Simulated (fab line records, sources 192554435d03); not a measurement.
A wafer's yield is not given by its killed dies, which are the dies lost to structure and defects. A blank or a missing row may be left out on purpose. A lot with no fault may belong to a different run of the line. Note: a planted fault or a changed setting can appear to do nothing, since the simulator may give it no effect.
Problem report, 8D (eight disciplines) form, completed by code | flow n5Finfet | the parts of the form that need people (team, actions taken, sign-off) are left out

## 1. PROBLEM STATEMENT
Mean of cdNm at N5_SD_EPI_N_CD_MEAS_09: 60.4 nm across 4 wafers in 2 lots; on wafers with no fault it is 119.9 nm (standard deviation 0.64). Relative to the usual mean, that is a shift of -93 standard deviations.
The step: target cd 120 nm.
The first sign was on wafer L859.2 at day 5 20:07, on cdSem-03. Wafers with a number at this step in the record: 41, from 14 lots. Rule for "out" (also "out of limits"): further than 4 standard deviations from the usual mean. The rest of the wafers with a number are treated as sound.

## 2. WHAT IT IS, AND WHAT IT ISN'T
question                    | is                             | is not
which readings at this step | cdNm                           | -
which lots                  | L859, L862                     | L850, L851, L852, L853, L854, L855, L860, L863, L864, L865, L866, L867
which wafers of those lots  | L859.2, L859.6, L862.2, L862.6 | L859.4, L862.3
read on which gauges        | cdSem-02, cdSem-03             | cdSem-01
when                        | from day 5 20:07               | up to then (18 sound wafers); but 19 sound wafers of L860, L862, L863, L864, L865, L866, L867 came after

## 3. THE SUSPECTS, EACH WITH WHAT RULES IT OUT
Counting: a tool at a process step up to the reading stays a suspect if it ran every lot that is out. Sound lots after the first of them don't rule it out here, since some wafers of a struck lot are sound.
- the gauge at N5_SD_EPI_N_CD_MEAS_09 is ruled out. The wafers that are out were read on 2 gauges (cdSem-02, cdSem-03).
- rieSi-05 at N5_DUMMY_GATE_ETCH_44 (etches poly-Si in HBr/O2, stops on SiO2, target depth 127.5 nm): kept. Ran every lot that is out, first one L859 (day 5 18:42); last sound lot up to then L855 (day 4 21:02).
- aldSin-01 at N5_SPACER0_ALD_07 (deposits SiNx, target thk 2 nm): kept. It ran every lot that is out, first L859 (day 5 19:08).
- lithoTrack-01 at N5_SD_EPI_N_PEB_07 (peb time 60 s): kept. Ran every lot that is out, first one L859 (day 5 20:02); last sound lot up to then L853 (day 4 09:02). Its own heaterPowerTotalW readings are out on those wafers.
After the count, these remain: rieSi-05 at N5_DUMMY_GATE_ETCH_44, aldSin-01 at N5_SPACER0_ALD_07 and lithoTrack-01 at N5_SD_EPI_N_PEB_07.

## 4. THE CAUSE (what the simulator had put in)
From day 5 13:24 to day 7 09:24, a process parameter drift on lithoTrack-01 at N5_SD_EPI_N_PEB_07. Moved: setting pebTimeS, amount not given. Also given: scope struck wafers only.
After counting, 3 suspects remain, this tool included.

## 5. SEQUENCE OF EFFECTS, ordered by route
Rows list readings where the struck wafers' mean (over those with a number) sits beyond 3 standard deviations from the usual. Only readings whose record carries a usual standard deviation are examined. hours: median over the lots of the time between each lot's start at the first step of this table that gives one and its start at this step. sigmas: the change, counted in usual standard deviations.
hours | step                   | reading           | usual    | on struck wafers | change | sigmas
0     | N5_SD_EPI_N_PEB_07     | heaterPowerTotalW | 175.6 W  | 370.7            | +195.1 | +99 or more
0     | N5_SD_EPI_N_CD_MEAS_09 | cdNm              | 119.9 nm | 60.4             | -59.5  | -93
Process steps it contains:
- N5_SD_EPI_N_PEB_07: peb time 60 s.

## 6. WHAT WOULD HAVE CAUGHT IT SOONER
The first out-of-limits reading at a measuring or inspecting step in this record came at day 5 20:07, 7 hours after the fault's start at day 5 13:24.
Tool's own readings at N5_SD_EPI_N_PEB_07, heaterPowerTotalW: out on all struck wafers the step has rows for; an alarm limit on them would have tripped on the first.
Of the lots that are out (2), L862 began N5_SD_EPI_N_PEB_07 on lithoTrack-01 after day 5 20:07. Putting the tool on hold at that point would have spared it.
